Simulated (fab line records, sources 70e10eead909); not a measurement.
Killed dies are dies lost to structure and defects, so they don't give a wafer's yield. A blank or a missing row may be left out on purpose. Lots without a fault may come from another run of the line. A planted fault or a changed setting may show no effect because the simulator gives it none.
Which tool did it? | flow nand_harc | 11 lots, 33 wafers sampled, at 6 steps of a route of 1302

WHAT THE GAUGES READ, wafer by wafer
NHARC_P_GATE_CD_MEAS_91: target cd 2000 nm. Usual: cd_nm 1999.9 nm, standard deviation 1.3.
lot  | measured     | on        | cd_nm (nm)           | flag
L865 | day 7 01:53  | cd_sem-02 | 1999.0 1999.9 2000.3 |
L867 | day 7 20:50  | cd_sem-03 | 1999.8 2000.7 1999.0 |
L869 | day 8 21:17  | cd_sem-01 | 2000.6 1999.3 1999.1 |
L872 | day 9 17:06  | cd_sem-01 | - - -                | OFF
L874 | day 10 20:30 | cd_sem-03 | 1997.3 1997.8 1999.8 |
L879 | day 12 21:14 | cd_sem-02 | 2002.3 2002.3 2000.0 |
L881 | day 13 18:44 | cd_sem-02 | 1999.5 2000.2 1999.8 |
L882 | day 13 23:26 | cd_sem-03 | 2001.5 1999.2 1999.1 |
L883 | day 14 07:38 | cd_sem-02 | 2000.6 2001.2 2003.0 |
L884 | day 15 03:27 | cd_sem-01 | 2000.1 2001.2 1999.6 |
L885 | day 15 02:44 | cd_sem-01 | 1998.5 1998.7 1998.8 |

NHARC_END_SORT_01. Usual: killed_at_array 53, standard deviation 21; killed_at_other 1.0, standard deviation 1.3; killed_at_periphery 3.8, standard deviation 2.4; killed_dies 58, standard deviation 21; killed_open 3.4, standard deviation 1.9; killed_short 2.4, standard deviation 1.5.
lot  | measured     | on        | killed_at_array | killed_at_other | killed_at_periphery | killed_dies | killed_open | killed_short | flag
L865 | day 25 14:38 | prober-01 | 79 81 78        | 1 0 0           | 4 5 5               | 84 86 83    | 1 4 3       | 2 3 4        |
L872 | day 29 05:02 | prober-02 | 47 56 74        | 1 1 2           | 629 620 601         | 677 677 677 | 2 3 1       | 3 4 3        | OFF
L874 | day 29 20:18 | prober-02 | 56 65 51        | 0 0 2           | 9 5 5               | 65 70 58    | 1 1 4       | 2 4 0        |
L881 | day 33 15:43 | prober-02 | 42 44 42        | 0 2 4           | 1 1 3               | 43 47 49    | 3 6 3       | 0 2 3        |
L883 | day 33 23:29 | prober-01 | 11 23 13        | 3 2 0           | 3 6 2               | 17 31 15    | 3 3 5       | 2 1 3        |

WHICH TOOL RAN EACH LOT (tool, then ch and the chambers of the sampled wafers, then the start)
lot  | NHARC_P_STI_DESCUM_14              | NHARC_P_STI_ETCH_15              | NHARC_P_GATE_EXPOSE_88            | NHARC_P_CONTACT_PVD_32
L865 | rie_diel-05 ch 1,3, day 4 01:55    | rie_si-03 ch 1,2,3, day 4 02:11  | krf_scanner-03 ch 0, day 7 01:44  | pvd_sputter-03, day 25 14:38 or earlier
L867 | rie_diel-08 ch 0,2, day 4 21:47    | rie_si-04 ch 0,1, day 4 22:04    | krf_scanner-03 ch 0, day 7 20:41  | pvd_sputter-02, no start
L869 | rie_diel-08 ch 1,2,3, day 5 17:25  | rie_si-04 ch 1,2,3, day 5 17:41  | krf_scanner-04 ch 0, day 8 21:08  | pvd_sputter-02, no start
L872 | rie_diel-08 ch 2,3, day 6 23:11    | rie_si-03 ch 0,1,2, day 6 23:28  | krf_scanner-03 ch 0, day 9 16:56  | -
L874 | rie_diel-08 ch 1,2, day 7 23:55    | rie_si-03 ch 0,3, day 8 00:11    | krf_scanner-04 ch 0, day 10 20:21 | pvd_sputter-03, day 29 20:18 or earlier
L879 | rie_diel-05 ch 0,1,2, day 9 21:20  | rie_si-02 ch 0,3, day 9 21:39    | krf_scanner-03 ch 0, day 12 21:05 | pvd_sputter-03, no start
L881 | rie_diel-08 ch 0,1,3, day 10 18:43 | rie_si-02 ch 0,1, day 10 18:59   | krf_scanner-03 ch 0, day 13 18:35 | pvd_sputter-02, day 33 15:43 or earlier
L882 | rie_diel-13 ch 0,2,3, day 11 04:45 | rie_si-02 ch 1,2,3, day 11 05:02 | krf_scanner-02 ch 0, day 13 23:17 | pvd_sputter-03, no start
L883 | rie_diel-05 ch 0,2,3, day 11 14:40 | rie_si-04 ch 1,2, day 11 14:56   | krf_scanner-03 ch 0, day 14 07:28 | pvd_sputter-01, day 33 23:29 or earlier
L884 | rie_diel-05 ch 0,3, day 12 01:26   | rie_si-04 ch 0,2,3, day 12 01:44 | krf_scanner-03 ch 0, day 15 03:18 | pvd_sputter-02, no start
L885 | rie_diel-08 ch 1,3, day 12 10:39   | rie_si-02 ch 1,2,3, day 12 10:59 | krf_scanner-03 ch 0, day 15 02:35 | pvd_sputter-03, no start
- NHARC_P_STI_DESCUM_14: chemistry O2, time 3 s.
- NHARC_P_STI_ETCH_15: etches the open film in HBr/Cl2, target depth 300 nm, time 100.1 s.
- NHARC_P_GATE_EXPOSE_88: exposes mask P HVN, target cd 2000 nm.
- NHARC_P_CONTACT_PVD_32: deposits Ti, target thk 5 nm, time 17.7 s.

WHAT THE TOOLS THEMSELVES READ (means of the sampled wafers that have a number; where no wafer has one, the mark that the record gives instead)
NHARC_P_STI_DESCUM_14. Usual: drypump_motor_current_A 5.8 A, standard deviation 0.37; oes_product_au 0.997 a.u., standard deviation 0.007; rf_vpp_V 57.7 V, standard deviation 0.9; showerhead_plenum_p_Torr 1.90 Torr, standard deviation 0.079; throttle_valve_pct 11.313 %, standard deviation 0.0088.
lot  | tool        | drypump_motor_current_A (A) | oes_product_au (a.u.) | rf_vpp_V (V) | showerhead_plenum_p_Torr (Torr) | throttle_valve_pct (%) | flag
L865 | rie_diel-05 | 5.8                         | 1.006                 | 59.3         | 1.99                            | 11.309                 |
L867 | rie_diel-08 | 6.2                         | 0.999                 | 57.6         | 1.97                            | 11.318                 |
L869 | rie_diel-08 | 5.9                         | 1.001                 | 58.2         | 1.92                            | 11.317                 |
L872 | rie_diel-08 | 5.7                         | 1.000                 | 57.7         | 1.94                            | 11.317                 |
L874 | rie_diel-08 | 6.1                         | 1.004                 | 57.7         | 1.91                            | 11.313                 |
L879 | rie_diel-05 | 5.9                         | 1.004                 | 56.9         | 1.80                            | 11.322                 |
L881 | rie_diel-08 | 6.1                         | 0.999                 | 57.3         | 1.94                            | 11.313                 |
L882 | rie_diel-13 | 5.8                         | 0.992                 | 58.9         | 1.88                            | 11.315                 |
L883 | rie_diel-05 | 5.8                         | 1.000                 | 57.0         | 1.89                            | 11.300                 |
L884 | rie_diel-05 | 5.8                         | 1.004                 | 57.6         | 1.88                            | 11.319                 |
L885 | rie_diel-08 | 5.8                         | 0.998                 | 57.9         | 1.92                            | 11.308                 |

NHARC_P_STI_ETCH_15. Usual: drypump_motor_current_A 5.6 A, standard deviation 0.44; mfc_cl2_sccm 50.00 sccm, standard deviation 0.15; oes_product_au 1.000 a.u., standard deviation 0.0069; rf_fwd_power_W 397.3 W, standard deviation 1.4; throttle_valve_pct 26.406 %, standard deviation 0.0095.
lot  | tool      | drypump_motor_current_A (A) | mfc_cl2_sccm (sccm) | oes_product_au (a.u.) | rf_fwd_power_W (W) | throttle_valve_pct (%) | flag
L865 | rie_si-03 | 5.4                         | 50.08               | 1.008                 | 396.7              | 26.399                 |
L867 | rie_si-04 | 5.7                         | 49.94               | 0.992                 | 396.0              | 26.407                 |
L869 | rie_si-04 | 5.4                         | 50.02               | 1.003                 | 398.3              | 26.401                 |
L872 | rie_si-03 | 5.2                         | 49.87               | 1.001                 | 397.5              | 26.404                 |
L874 | rie_si-03 | 5.2                         | 50.11               | 0.996                 | 397.6              | 26.412                 |
L879 | rie_si-02 | 5.8                         | 49.93               | 1.004                 | 397.1              | 26.413                 |
L881 | rie_si-02 | 6.1                         | 49.95               | 0.988                 | 398.3              | 26.401                 |
L882 | rie_si-02 | 5.9                         | 49.97               | 1.002                 | 399.4              | 26.418                 |
L883 | rie_si-04 | 5.2                         | 50.01               | 1.004                 | 397.3              | 26.400                 |
L884 | rie_si-04 | 5.7                         | 50.15               | 1.003                 | 397.3              | 26.414                 |
L885 | rie_si-02 | 5.9                         | 49.99               | 0.995                 | 397.7              | 26.405                 |

NHARC_P_GATE_EXPOSE_88. Usual: reticle_temp_C 23.01 C, standard deviation 0.11; stage_vel_mm_s 499.96 mm/s, standard deviation 0.28.
lot  | tool           | reticle_temp_C (C) | stage_vel_mm_s (mm/s) | flag
L865 | krf_scanner-03 | 22.96              | 499.88                |
L867 | krf_scanner-03 | 23.06              | 499.57                |
L869 | krf_scanner-04 | 22.94              | 500.39                |
L872 | krf_scanner-03 | 22.89              | 500.03                |
L874 | krf_scanner-04 | 22.87              | 499.87                |
L879 | krf_scanner-03 | 23.07              | 499.98                |
L881 | krf_scanner-03 | 23.00              | 500.23                |
L882 | krf_scanner-02 | 23.12              | 500.15                |
L883 | krf_scanner-03 | 23.02              | 500.10                |
L884 | krf_scanner-03 | 23.11              | 500.02                |
L885 | krf_scanner-03 | 23.07              | 499.89                |

NHARC_P_CONTACT_PVD_32. Usual: cathode_dc_power_W 5000.0 W, standard deviation 0.93; chamber_pressure_pa 5.001 Pa, standard deviation 0.01; throttle_valve_pct 30.1 %, standard deviation 0.97.
lot  | tool           | cathode_dc_power_W (W) | chamber_pressure_pa (Pa) | throttle_valve_pct (%) | flag
L865 | pvd_sputter-03 | 4999.3                 | 4.997                    | 30.3                   |
L867 | pvd_sputter-02 | 4999.2                 | 4.997                    | 30.1                   |
L869 | pvd_sputter-02 | 5000.0                 | 5.020                    | 30.1                   |
L874 | pvd_sputter-03 | 5000.1                 | 5.010                    | 29.9                   |
L879 | pvd_sputter-03 | 5000.0                 | 4.999                    | 30.0                   |
L881 | pvd_sputter-02 | 5000.2                 | 5.000                    | 30.4                   |
L882 | pvd_sputter-03 | 5000.6                 | 5.011                    | 30.0                   |
L883 | pvd_sputter-01 | 5000.1                 | 5.000                    | 31.6                   |
L884 | pvd_sputter-02 | 5000.0                 | 5.009                    | 31.0                   |
L885 | pvd_sputter-03 | 4999.7                 | 4.999                    | 30.5                   |

THE ANSWER, worked out from the rows above alone
Rule: a lot is off if the mean of its wafers that have a number lies more than 3 standard deviations from the usual mean. A lot without any number at a reading at which 4 lots or more have one is off too. The other lots that the step has rows for count as sound. The gauges are gone through in route order, then the tools' own readings, and for those a lot's mean is taken as printed above. The first step at which some lot is off is used, and at that step the reading that is off furthest; a lot without a number counts as furthest.
Off: L872, at NHARC_P_GATE_CD_MEAS_91 (cd_nm). Without a number there: L872.
A tool fits if, at a process step before that reading, it ran every lot that is off, and no sound lot after the first of them. The gauges at NHARC_P_GATE_CD_MEAS_91 aren't tried: what is off there is off at NHARC_END_SORT_01 too, on other tools, and a gauge's error can't cause that. None of those tried fits.

WHAT THE SIMULATOR HAD PUT IN
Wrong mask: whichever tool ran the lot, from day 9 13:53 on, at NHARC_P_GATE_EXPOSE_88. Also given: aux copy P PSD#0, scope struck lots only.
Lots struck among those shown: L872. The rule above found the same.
